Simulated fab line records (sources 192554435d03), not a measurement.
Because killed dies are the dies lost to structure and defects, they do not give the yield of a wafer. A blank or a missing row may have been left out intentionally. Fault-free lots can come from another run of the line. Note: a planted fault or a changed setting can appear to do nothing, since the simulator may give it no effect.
fab line records ; flow n5-finfet
record: lots: 7; wafers: 39
route steps=1938 shown DUMMY_GATE@228 SPACER0@259 SD_EPI_P@321 HKMG_FIN@438 GATE_CUT@469
start-h: start of the lot's first displayed wafer, in hours after the record's first day ; wait-h: hours since the lot's step before ; " repeats the value in the row above ; L1.1+2: several wafers, shown together as one row ; - either no value or no given start ; * or withheld: withheld ; < > ~ a bound
route shown NAME@n: a module of which the file shows steps, and the number in the route of the first ; usual: the fault-free wafers' mean and standard deviation ; same: alike in all rows ; chamber/n: place in a boat ; sites: the reading at each site ; _std_site: the standard deviation of these ; _edge_site: inner sites' mean taken away from outer sites' mean ; radius-mm: how far each site lies from the wafer's centre ; mask NAME#n: copy n ; behind: tool/chamber where the wafer was last shaped ; hold: reason for holding the lot/hours on hold/outcome of the hold ; device: names the non-switching transistor (n, p or np) ; end of line: tests run on the same wafers once the route is complete ; a step without rows: its recipe alone ; killed: count of dies lost to structure and defects at first sort (not the wafer's yield) ; map: a wafer's dies, marking killed ones x, the rest . and places with no die _
set.NAME: setting as actually run; set.NAME@STEP: the setting as run at that earlier step ; model.NAME: the simulator's own value behind a step, which no gauge read
lots with deliberately changed settings; one table per step, one row per wafer
== steps ==
step: N5_DUMMY_GATE_EXPOSE_12
recipe: mask-id: GATE; na: 0.33; source-shape: annular; sigma-inner: 0.2; sigma-outer: 0.6; polarization: unpolarized; target-cd-nm: 25; dose-mj: 34
lot.wafer;tool;chamber;start-h;wait-h;mask;set.dose-mj
L079.1+2+4;euv-scanner-02;0;78.45;-;GATE#0;34
L079.3+5+6;euv-scanner-02;0;78.45;-;GATE#0;31.75
L082.1+2+3+4+5+6;euv-scanner-01;0;101.69;-;GATE#0;34
L085.1+3+5;euv-scanner-02;0;120.76;-;GATE#0;34
L085.2+4+6;euv-scanner-02;0;120.76;-;GATE#0;33.22
L090.1+3+5;euv-scanner-01;0;142.12;-;GATE#0;34
L092.1+2+5;euv-scanner-02;0;152.94;-;GATE#0;34
L092.3+4+6;euv-scanner-02;0;152.94;-;GATE#0;36.68
L093.1+4+5;euv-scanner-02;0;160.94;-;GATE#0;32.1
L093.2+3+6;euv-scanner-02;0;160.94;-;GATE#0;34
L094.1+5+6;euv-scanner-01;0;168.29;-;GATE#0;34
L094.2+3+4;euv-scanner-01;0;168.29;-;GATE#0;31.93
step: N5_DUMMY_GATE_PEB_13
recipe: peb-temp-c: 100; peb-time-s: 60; resist: CAR-EUV
step: N5_DUMMY_GATE_DEVELOP_14
recipe: develop-time-s: 30; developer: TMAH; resist: CAR-EUV; rinse-liquid: surfactant-rinse; dry: air-spin; dev-temp-c: 23
step: N5_DUMMY_GATE_CD_MEAS_15
recipe: target-cd-nm: 25.8; landing-energy-ev: 500; detector: se-inlens
usual: cd-nm: 24.91/0.25
lot.wafer;tool;chamber;start-h;wait-h;set.dose-mj@DUMMY_GATE_EXPOSE_12;cd-nm
L079.1;cd-sem-01;0;78.58;-;34;25.11
L079.2;cd-sem-01;0;78.58;-;34;25.13
L079.3;cd-sem-01;0;78.58;-;31.75;26.27
L079.4;cd-sem-01;0;78.58;-;34;25.16
L079.5;cd-sem-01;0;78.58;-;31.75;26.48
L079.6;cd-sem-01;0;78.58;-;31.75;26.35
L082.1;cd-sem-03;0;101.82;-;34;24.72
L082.2;cd-sem-03;0;101.82;-;34;24.94
L082.3;cd-sem-03;0;101.82;-;34;24.73
L082.4;cd-sem-03;0;101.82;-;34;25.13
L082.5;cd-sem-03;0;101.82;-;34;24.69
L082.6;cd-sem-03;0;101.82;-;34;24.80
L085.1;cd-sem-02;0;120.88;-;34;24.71
L085.2;cd-sem-02;0;120.88;-;33.22;25.12
L085.3;cd-sem-02;0;120.88;-;34;24.44
L085.4;cd-sem-02;0;120.88;-;33.22;25.71
L085.5;cd-sem-02;0;120.88;-;34;25.05
L085.6;cd-sem-02;0;120.88;-;33.22;25.30
L090.1;cd-sem-01;0;142.25;-;34;24.85
L090.3;cd-sem-01;0;142.25;-;34;24.56
L090.5;cd-sem-01;0;142.25;-;34;25.02
L092.1;cd-sem-01;0;153.07;-;34;24.93
L092.2;cd-sem-01;0;153.07;-;34;24.97
L092.3;cd-sem-01;0;153.07;-;36.68;23.50
L092.4;cd-sem-01;0;153.07;-;36.68;23.53
L092.5;cd-sem-01;0;153.07;-;34;24.89
L092.6;cd-sem-01;0;153.07;-;36.68;23.63
L093.1;cd-sem-02;0;161.07;-;32.1;26.62
L093.2;cd-sem-02;0;161.07;-;34;24.71
L093.3;cd-sem-02;0;161.07;-;34;24.89
L093.4;cd-sem-02;0;161.07;-;32.1;25.46
L093.5;cd-sem-02;0;161.07;-;32.1;26.03
L093.6;cd-sem-02;0;161.07;-;34;24.65
L094.1;cd-sem-01;0;168.42;-;34;25.12
L094.2;cd-sem-01;0;168.42;-;31.93;26.33
L094.3;cd-sem-01;0;168.42;-;31.93;26.29
L094.4;cd-sem-01;0;168.42;-;31.93;26.49
L094.5;cd-sem-01;0;168.42;-;34;25.26
L094.6;cd-sem-01;0;168.42;-;34;25.10
step: N5_DUMMY_GATE_ETCH_37
recipe: chemistry: N2/H2; target: SOC; target-depth-a: 600; overetch-a: 300; temp-c: 40; ion-energy-ev: 200; pressure-mtorr: 30; source-w: 840; bias-w: 150; n2-flow-sccm: 200; h2-flow-sccm: 200
usual: rf-vpp-V: 524.5/2.5
lot.wafer;tool;chamber;start-h;wait-h;set.source-w;rf-vpp-V
L079.1;rie-diel-02;1;79.66;0.0;840;528.3
L079.2;rie-diel-02;2;79.66;0.0;779.9;536.7
L079.3;rie-diel-02;3;79.66;0.0;779.9;542.2
L079.4;rie-diel-02;0;79.66;0.0;840;523.1
L079.5;rie-diel-02;2;79.66;0.0;779.9;535.8
L079.6;rie-diel-02;3;79.66;0.0;840;528.2
L082.1;rie-diel-02;1;102.11;0.0;688.7;563.2
L082.2;rie-diel-02;0;102.11;0.0;840;522.7
L082.3;rie-diel-02;3;102.11;0.0;840;528.9
L082.4;rie-diel-02;2;102.11;0.0;688.7;559.2
L082.5;rie-diel-02;2;102.11;0.0;840;522.3
L082.6;rie-diel-02;1;102.11;0.0;688.7;561.1
L085.1;rie-diel-02;1;121.62;0.0;840;526.5
L085.2;rie-diel-02;2;121.62;0.0;738.1;546.1
L085.3;rie-diel-02;0;121.62;0.0;738.1;547.5
L085.4;rie-diel-02;3;121.62;0.0;840;528.7
L085.5;rie-diel-02;2;121.62;0.0;738.1;546.9
L085.6;rie-diel-02;3;121.62;0.0;840;529.3
L090.1;rie-diel-02;3;142.60;0.0;840;527.5
L090.3;rie-diel-02;1;142.60;0.0;840;527.5
L090.5;rie-diel-02;3;142.60;0.0;840;529.1
L092.1;rie-diel-05;0;153.34;0.0;755.3;545.0
L092.2;rie-diel-05;2;153.34;0.0;755.3;541.0
L092.3;rie-diel-05;1;153.34;0.0;840;522.2
L092.4;rie-diel-05;3;153.34;0.0;755.3;542.5
L092.5;rie-diel-05;3;153.34;0.0;840;522.7
L092.6;rie-diel-05;0;153.34;0.0;840;526.0
L093.1;rie-diel-02;1;161.87;0.0;840;526.6
L093.2;rie-diel-02;3;161.87;0.0;840;528.1
L093.3;rie-diel-02;2;161.87;0.0;840;523.8
L093.4;rie-diel-02;0;161.87;0.0;840;523.8
L093.5;rie-diel-02;3;161.87;0.0;840;527.0
L093.6;rie-diel-02;0;161.87;0.0;840;524.3
L094.1;rie-diel-05;2;168.72;0.0;840;521.7
L094.2;rie-diel-05;0;168.72;0.0;840;525.6
L094.3;rie-diel-05;3;168.72;0.0;778.7;536.7
L094.4;rie-diel-05;3;168.72;0.0;778.7;536.2
L094.5;rie-diel-05;2;168.72;0.0;840;521.3
L094.6;rie-diel-05;0;168.72;0.0;778.7;539.0
step: N5_SPACER0_ALD_00
recipe: material: SiOCN; target-thk-a: 35; temp-c: 400; ald-precursor-family: alkyl-aminosilane; ald-co-reactant: O2/N2-plasma; pulse-time-s: 3; purge-time-s: 2; co-reactant-purge-time-s: 2; ald-cycles: 58; pressure-torr: 2
lot.wafer;tool;chamber;start-h;wait-h;set.ald-cycles;model.SiOCN_of_SPACER0_ALD_00.thk-nm
L079.1+2+6;ald-sin-01;1,3,1;81.39;0.1;58;3.6
L079.3;ald-sin-01;2;81.39;0.1;54;3.4
L079.4+5;ald-sin-01;0;81.39;0.1;54;3.2
L082.1+3+4;ald-sin-01;3,1,2;104.15;0.1;53;3.2
L082.2;ald-sin-01;0;104.15;0.1;58;3.4
L082.5+6;ald-sin-01;0,1;104.15;0.1;58;3.6
L085.1+3+4;ald-sin-04;3,1,0;122.89;0.1;58;3.4
L085.2+5+6;ald-sin-04;2,2,3;122.89;0.1;50;3
L090.1+3+5;ald-sin-01;1,3,1;144.05;0.1;58;3.6
L092.1+6;ald-sin-01;3,0;154.57;0.1;58;3.6
L092.2+3+5;ald-sin-01;1,2,1;154.57;0.1;67;4
L092.4;ald-sin-01;0;154.57;0.1;58;3.4
L093.1+4+6;ald-sin-02;2,3,2;164.14;0.1;55;3.4
L093.2+3+5;ald-sin-02;1,0,1;164.14;0.1;58;3.6
L094.1+2+6;ald-sin-04;2,0,2;169.96;0.1;58;3.6
L094.3+4;ald-sin-04;3;169.96;0.1;55;3.2
L094.5;ald-sin-04;0;169.96;0.1;55;3.4
step: N5_SD_EPI_P_EPI_21
recipe: material: SiGe:B; dopant: B; temp-c: 550; pressure-torr: 20; ambient: H2; time-s: 355
lot.wafer;tool;chamber;start-h;wait-h;set.temp-c;model.SiGe-B_of_SD_EPI_P_EPI_21.thk-nm
L079.1;epi-rpcvd-02;0;88.95;0.1;550;61.4
L079.2;epi-rpcvd-02;0;88.95;0.1;552.9;66.4
L079.3;epi-rpcvd-02;0;88.95;0.1;550;61.8
L079.4;epi-rpcvd-02;0;88.95;0.1;552.9;65.8
L079.5;epi-rpcvd-02;0;88.95;0.1;552.9;65.6
L079.6;epi-rpcvd-02;0;88.95;0.1;550;61.2
L082.1+2+3;epi-rpcvd-01;0;111.54;0.1;550;61.4
L082.4;epi-rpcvd-01;0;112.62;1.1;550;60.4
L082.5;epi-rpcvd-01;0;112.62;1.1;550;61.2
L082.6;epi-rpcvd-01;0;112.62;1.1;550;61
L085.1+6;epi-rpcvd-02;0;131.57;0.3;550;61.2
L085.2;epi-rpcvd-02;0;131.57;0.3;550;60.6
L085.3+5;epi-rpcvd-02;0;131.57;0.3;550;61.8
L085.4;epi-rpcvd-02;0;131.57;0.3;550;61
L090.1;epi-rpcvd-04;0;152.77;0.3;550;61.8
L090.3;epi-rpcvd-04;0;154.05;1.4;550;61.6
L090.5;epi-rpcvd-04;0;155.33;2.6;550;61
L092.1+6;epi-rpcvd-01;0;161.67;0.2;547.6;57
L092.2;epi-rpcvd-01;0;161.67;0.2;550;59.8
L092.3;epi-rpcvd-01;0;161.67;0.2;547.6;56.8
L092.4;epi-rpcvd-01;0;161.67;0.2;550;59.4
L092.5;epi-rpcvd-01;0;161.67;0.2;550;60.2
L093.1+2;epi-rpcvd-04;0;172.79;0.3;554.2;69.4
L093.3;epi-rpcvd-04;0;174.07;1.4;554.2;68.4
L093.4;epi-rpcvd-04;0;174.07;1.4;550;62.8
L093.5;epi-rpcvd-04;0;174.07;1.4;550;61.6
L093.6;epi-rpcvd-04;0;174.07;1.4;550;62.4
L094.1;epi-rpcvd-04;0;178.04;0.3;550;60.6
L094.2;epi-rpcvd-04;0;178.04;0.3;550;61.8
L094.3+6;epi-rpcvd-04;0;178.04;0.3;553.2;65.6
L094.4;epi-rpcvd-04;0;178.04;0.3;550;61.6
L094.5;epi-rpcvd-04;0;178.04;0.3;553.2;66
step: N5_SD_EPI_P_EPI_MEAS_23
recipe: mode: xrd
usual: thk-nm: 61.2/1.2
lot.wafer;tool;chamber;start-h;wait-h;set.temp-c@SD_EPI_P_EPI_21;thk-nm
L079.1;film-metro-02;-;91.14;1.8;550;61.8
L079.2;film-metro-02;-;91.14;1.8;552.9;68.4
L079.3;film-metro-02;-;91.14;1.8;550;60.5
L079.4;film-metro-02;-;91.14;1.8;552.9;64.4
L079.5;film-metro-02;-;91.14;1.8;552.9;64.6
L079.6;film-metro-02;-;91.14;1.8;550;60.5
L082.1;film-metro-01;-;113.74;1.8;550;63.4
L082.2;film-metro-01;-;113.74;1.8;550;62.9
L082.3;film-metro-01;-;113.74;1.8;550;62.2
L082.4;film-metro-01;-;113.74;1.8;550;61.7
L082.5;film-metro-01;-;113.74;1.8;550;61.3
L082.6;film-metro-01;-;113.74;1.8;550;60.2
L085.1;film-metro-01;-;135.45;3.2;550;61.6
L085.2;film-metro-01;-;135.45;3.2;550;59.7
L085.3;film-metro-01;-;135.45;3.2;550;61.0
L085.4;film-metro-01;-;135.45;3.2;550;62.0
L085.5;film-metro-01;-;135.45;3.2;550;60.8
L085.6;film-metro-01;-;135.45;3.2;550;60.8
L090.1;film-metro-02;-;156.65;3.2;550;62.4
L090.3;film-metro-02;-;156.65;3.2;550;62.4
L090.5;film-metro-02;-;156.65;3.2;550;61.3
L092.1;film-metro-01;-;164.58;2.4;547.6;58.1
L092.2;film-metro-01;-;164.58;2.4;550;59.5
L092.3;film-metro-01;-;164.58;2.4;547.6;57.6
L092.4;film-metro-01;-;164.58;2.4;550;60.5
L092.5;film-metro-01;-;164.58;2.4;550;60.2
L092.6;film-metro-01;-;164.58;2.4;547.6;58.2
L093.1;film-metro-02;-;176.67;3.2;554.2;69.1
L093.2;film-metro-02;-;176.67;3.2;554.2;69.0
L093.3;film-metro-02;-;176.67;3.2;554.2;69.0
L093.4;film-metro-02;-;176.67;3.2;550;61.6
L093.5;film-metro-02;-;176.67;3.2;550;60.7
L093.6;film-metro-02;-;176.67;3.2;550;62.4
L094.1;film-metro-02;-;181.91;3.2;550;60.2
L094.2;film-metro-02;-;181.91;3.2;550;61.9
L094.3;film-metro-02;-;181.91;3.2;553.2;65.3
L094.4;film-metro-02;-;181.91;3.2;550;61.6
L094.5;film-metro-02;-;181.91;3.2;553.2;66.8
L094.6;film-metro-02;-;181.91;3.2;553.2;63.6
step: N5_SD_EPI_P_HM_STRIP_48
recipe: chemistry: H3PO4; temp-c: 160; material: SiNx; target: SiNx; target-depth-a: 30; overetch-fraction: 0.3
step: N5_SD_EPI_P_SRD_49
recipe: dry: ipa-marangoni; time-s: 30; temp-c: 23; rinse-liquid: diw
step: N5_SD_EPI_P_PRECLEAN_24
recipe: chemistry: O3/DIW; time-s: 45; temp-c: 22; o3-ppm: 10
lot.wafer;tool;chamber;start-h;wait-h;set.temp-c@SD_EPI_P_EPI_21;model.SiGe-B_of_SD_EPI_P_EPI_21.thk-nm
L079.1;wet-bench-02;5;91.25;0.0;550;61
L079.2;wet-bench-02;1;91.25;0.0;552.9;65.8
L079.3;wet-bench-02;6;91.25;0.0;550;61.2
L079.4;wet-bench-02;2;91.25;0.0;552.9;65.4
L079.5;wet-bench-02;0;91.25;0.0;552.9;65.2
L079.6;wet-bench-02;7;91.25;0.0;550;60.6
L082.1;wet-bench-01;7;113.85;0.0;550;61
L082.2+3+5;wet-bench-01;3,6,5;113.85;0.0;550;60.8
L082.4;wet-bench-01;4;113.85;0.0;550;60
L082.6;wet-bench-01;0;113.85;0.0;550;60.4
L085.1+6;wet-bench-01;0,3;135.55;0.0;550;60.8
L085.2;wet-bench-01;7;135.55;0.0;550;60.2
L085.3+5;wet-bench-01;4,5;135.55;0.0;550;61.4
L085.4;wet-bench-01;6;135.55;0.0;550;60.4
L090.1;wet-bench-02;7;156.77;0.0;550;61.4
L090.3;wet-bench-02;5;156.77;0.0;550;61.2
L090.5;wet-bench-02;0;156.77;0.0;550;60.4
L092.1+3;wet-bench-02;1,5;164.70;0.0;547.6;56.4
L092.2;wet-bench-02;2;164.70;0.0;550;59.4
L092.4;wet-bench-02;4;164.70;0.0;550;59
L092.5;wet-bench-02;3;164.70;0.0;550;59.8
L092.6;wet-bench-02;6;164.70;0.0;547.6;56.6
L093.1;wet-bench-02;5;176.78;0.0;554.2;69
L093.2;wet-bench-02;0;176.78;0.0;554.2;68.8
L093.3;wet-bench-02;6;176.78;0.0;554.2;68
L093.4;wet-bench-02;4;176.78;0.0;550;62.2
L093.5;wet-bench-02;7;176.78;0.0;550;61.2
L093.6;wet-bench-02;1;176.78;0.0;550;61.8
L094.1;wet-bench-06;5;182.04;0.0;550;60.2
L094.2+4;wet-bench-06;2,4;182.04;0.0;550;61.2
L094.3+6;wet-bench-06;3,0;182.04;0.0;553.2;65.2
L094.5;wet-bench-06;1;182.04;0.0;553.2;65.6
step: N5_HKMG_FIN_ETCH_35
recipe: chemistry: N2/H2; target: SOC; target-depth-a: 2158; ion-energy-ev: 65; bias-w: 5; source-w: 3000; time-s: 243.4; pressure-mtorr: 30; n2-flow-sccm: 200; h2-flow-sccm: 200
usual: rf-vpp-V: 141.6/0.92
lot.wafer;tool;chamber;start-h;wait-h;set.source-w;rf-vpp-V;model.etch.depth-nm;model.SOC_of_HKMG_FIN_COAT_29.thk-nm;model.HKMG_FIN.feature-depth-nm
L079.1;rie-diel-03;3;108.95;0.0;3000;140.7;218.1;82;218
L079.2;rie-diel-03;0;108.95;0.0;3420;135.4;253;48;253
L079.3;rie-diel-03;2;108.95;0.0;3420;135.8;236.7;63.4;236.8
L079.4;rie-diel-03;0;108.95;0.0;3420;134.6;252.8;47.6;252.8
L079.5;rie-diel-03;3;108.95;0.0;3000;140.8;217.7;82.8;217.8
L079.6;rie-diel-03;2;108.95;0.0;3000;139.8;212.9;87.2;213
L082.1;rie-diel-03;0;130.50;0.0;3417;135.6;242.8;57.6;242.8
L082.2;rie-diel-03;1;130.50;0.0;3000;141.5;210.9;89.4;210.8
L082.3;rie-diel-03;3;130.50;0.0;3417;135.1;236.7;63.6;236.8
L082.4;rie-diel-03;2;130.50;0.0;3000;142.2;207.1;93;207
L082.5;rie-diel-03;1;130.50;0.0;3000;140.9;209.5;91.2;209.6
L082.6;rie-diel-03;2;130.50;0.0;3417;135.5;232.9;67.4;232.8
L085.1;rie-diel-03;1;153.56;0.0;3000;139.9;210.4;91;210.4
L085.2;rie-diel-03;2;153.56;0.0;3000;140.4;206.9;94.8;206.8
L085.3;rie-diel-03;0;153.56;0.0;2824;143.6;208.8;92.6;208.8
L085.4;rie-diel-03;3;153.56;0.0;3000;140.3;210.3;91.4;210.2
L085.5;rie-diel-03;3;153.56;0.0;2824;144.0;201;100.2;201
L085.6;rie-diel-03;2;153.56;0.0;2824;145.2;195.1;106.6;195.2
L090.1;rie-diel-06;0;174.17;0.0;3000;142.7;217.2;82.2;217.2
L090.3;rie-diel-06;2;174.17;0.0;3000;141.3;205.1;94.4;205
L090.5;rie-diel-06;2;174.17;0.0;3000;141.0;206.2;92.4;206.2
L092.1;rie-diel-01;1;181.65;0.0;2729;145.5;190.8;109.8;190.8
L092.2;rie-diel-01;2;181.65;0.0;3000;143.1;218.8;82.2;218.8
L092.3;rie-diel-01;3;181.65;0.0;2729;146.2;210.8;89.6;210.8
L092.4;rie-diel-01;0;181.65;0.0;3000;142.2;201.3;98.4;201.2
L092.5;rie-diel-01;1;181.65;0.0;2729;145.7;192.4;107.2;192.4
L092.6;rie-diel-01;0;181.65;0.0;3000;142.7;202.3;98;202.4
L093.1;rie-diel-01;3;193.92;0.0;3000;141.4;227;72.6;227
L093.2;rie-diel-01;0;193.92;0.0;3000;141.2;200.8;97.8;200.8
L093.3;rie-diel-01;2;193.92;0.0;3427;136.2;243.8;55.6;243.8
L093.4;rie-diel-01;1;193.92;0.0;3427;133.0;232.6;65.6;232.6
L093.5;rie-diel-01;1;193.92;0.0;3000;140.7;209.3;90;209.2
L093.6;rie-diel-01;2;193.92;0.0;3427;133.2;240.8;58.4;240.8
L094.1;rie-diel-03;3;200.99;0.0;2483;151.0;179.6;119.4;179.6
L094.2;rie-diel-03;2;200.99;0.0;3000;141.8;207.1;92.4;207
L094.3;rie-diel-03;1;200.99;0.0;3000;142.7;215.3;84.4;215.2
L094.4;rie-diel-03;0;200.99;0.0;2483;150.5;188.8;110.6;188.8
L094.5;rie-diel-03;2;200.99;0.0;3000;140.8;208.7;90.8;208.8
L094.6;rie-diel-03;1;200.99;0.0;2483;151.5;183;116.6;183
step: N5_GATE_CUT_ETCH_58
recipe: chemistry: CH3F/O2; target: SiNx; target-depth-a: 170; time-s: 128.6; ion-energy-ev: 50; pressure-mtorr: 30; source-w: 415; bias-w: 21; Ar_flow_sccm: 150; CH3F_flow_sccm: 30; O2_flow_sccm: 20
usual: rf-vpp-V: 99.2/0.86
lot.wafer;tool;chamber;start-h;wait-h;set.bias-w;rf-vpp-V
L079.1;rie-diel-05;3;113.44;0.0;21;98.4
L079.2;rie-diel-05;1;113.44;0.0;21;99.8
L079.3;rie-diel-05;0;113.44;0.0;21;99.3
L079.4;rie-diel-05;1;113.44;0.0;21;98.6
L079.5;rie-diel-05;3;113.44;0.0;21;98.6
L079.6;rie-diel-05;0;113.44;0.0;21;100.2
L082.1;rie-diel-04;1;134.99;0.0;24.22;107.2
L082.2;rie-diel-04;2;134.99;0.0;24.22;109.4
L082.3;rie-diel-04;3;134.99;0.0;24.22;109.2
L082.4;rie-diel-04;2;134.99;0.0;21;99.5
L082.5;rie-diel-04;1;134.99;0.0;21;99.9
L082.6;rie-diel-04;3;134.99;0.0;21;99.3
L085.1;rie-diel-05;3;158.36;0.1;18.57;92.2
L085.2;rie-diel-05;0;158.36;0.1;21;99.3
L085.3;rie-diel-05;1;158.36;0.1;18.57;92.8
L085.4;rie-diel-05;2;158.36;0.1;21;99.9
L085.5;rie-diel-05;3;158.36;0.1;21;99.3
L085.6;rie-diel-05;2;158.36;0.1;18.57;91.1
L090.1;rie-diel-02;2;179.24;0.2;21;98.3
L090.3;rie-diel-02;0;179.24;0.2;21;99.5
L090.5;rie-diel-02;3;179.24;0.2;21;100.3
L092.1;rie-diel-04;2;186.22;0.0;21;100.5
L092.2;rie-diel-04;0;186.22;0.0;21;99.6
L092.3;rie-diel-04;1;186.22;0.0;21;97.0
L092.4;rie-diel-04;3;186.22;0.0;21;99.3
L092.5;rie-diel-04;1;186.22;0.0;21;98.1
L092.6;rie-diel-04;2;186.22;0.0;21;98.3
L093.1;rie-diel-02;1;198.34;0.0;21;99.9
L093.2;rie-diel-02;3;198.34;0.0;21;99.2
L093.3;rie-diel-02;2;198.34;0.0;21;99.6
L093.4;rie-diel-02;0;198.34;0.0;21;99.6
L093.5;rie-diel-02;1;198.34;0.0;21;98.2
L093.6;rie-diel-02;0;198.34;0.0;21;98.8
L094.1;rie-diel-04;3;205.46;0.0;21;98.5
L094.2;rie-diel-04;1;205.46;0.0;19.88;94.3
L094.3;rie-diel-04;0;205.46;0.0;21;99.2
L094.4;rie-diel-04;2;205.46;0.0;19.88;95.1
L094.5;rie-diel-04;1;205.46;0.0;19.88;94.3
L094.6;rie-diel-04;0;205.46;0.0;21;100.3
== key ==
split: step: N5_DUMMY_GATE_EXPOSE_12; setting: dose-mj; stated: 34; by: wafer
response: step: N5_DUMMY_GATE_CD_MEAS_15; reading: cd-nm; change: -0.196; per: 1%; r: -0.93
split: step: N5_DUMMY_GATE_ETCH_37; setting: source-w; stated: 840; by: wafer
response: step: N5_DUMMY_GATE_ETCH_37; reading: rf-vpp-V; change: -1.87; per: 1%; r: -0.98
split: step: N5_SPACER0_ALD_00; setting: ald-cycles; stated: 58; by: wafer
response: step: N5_SPACER0_ALD_00; reading: model.SiOCN_of_SPACER0_ALD_00.thk-nm; change: +0.0341; per: 1%; r: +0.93
split: step: N5_SD_EPI_P_EPI_21; setting: temp-c; stated: 550; by: wafer
response: step: N5_SD_EPI_P_EPI_21; reading: model.SiGe-B_of_SD_EPI_P_EPI_21.thk-nm; change: +8.17; per: 1%; r: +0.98
response: step: N5_SD_EPI_P_EPI_MEAS_23; reading: thk-nm; change: *; per: 1%; r: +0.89
response: step: N5_SD_EPI_P_PRECLEAN_24; reading: model.SiGe-B_of_SD_EPI_P_EPI_21.thk-nm; change: +8.28; per: 1%; r: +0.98
split: step: N5_HKMG_FIN_ETCH_35; setting: source-w; stated: 3000; by: wafer
response: step: N5_HKMG_FIN_ETCH_35; reading: rf-vpp-V; change: -0.464; per: 1%; r: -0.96
response: step: N5_HKMG_FIN_ETCH_35; reading: model.etch.depth-nm; change: +1.79; per: 1%; r: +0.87
response: step: N5_HKMG_FIN_ETCH_35; reading: model.SOC_of_HKMG_FIN_COAT_29.thk-nm; change: -1.78; per: 1%; r: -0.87
response: step: N5_HKMG_FIN_ETCH_35; reading: model.HKMG_FIN.feature-depth-nm; change: +1.79; per: 1%; r: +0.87
split: step: N5_GATE_CUT_ETCH_58; setting: bias-w; stated: 21; by: wafer
response: step: N5_GATE_CUT_ETCH_58; reading: rf-vpp-V; change: +0.629; per: 1%; r: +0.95
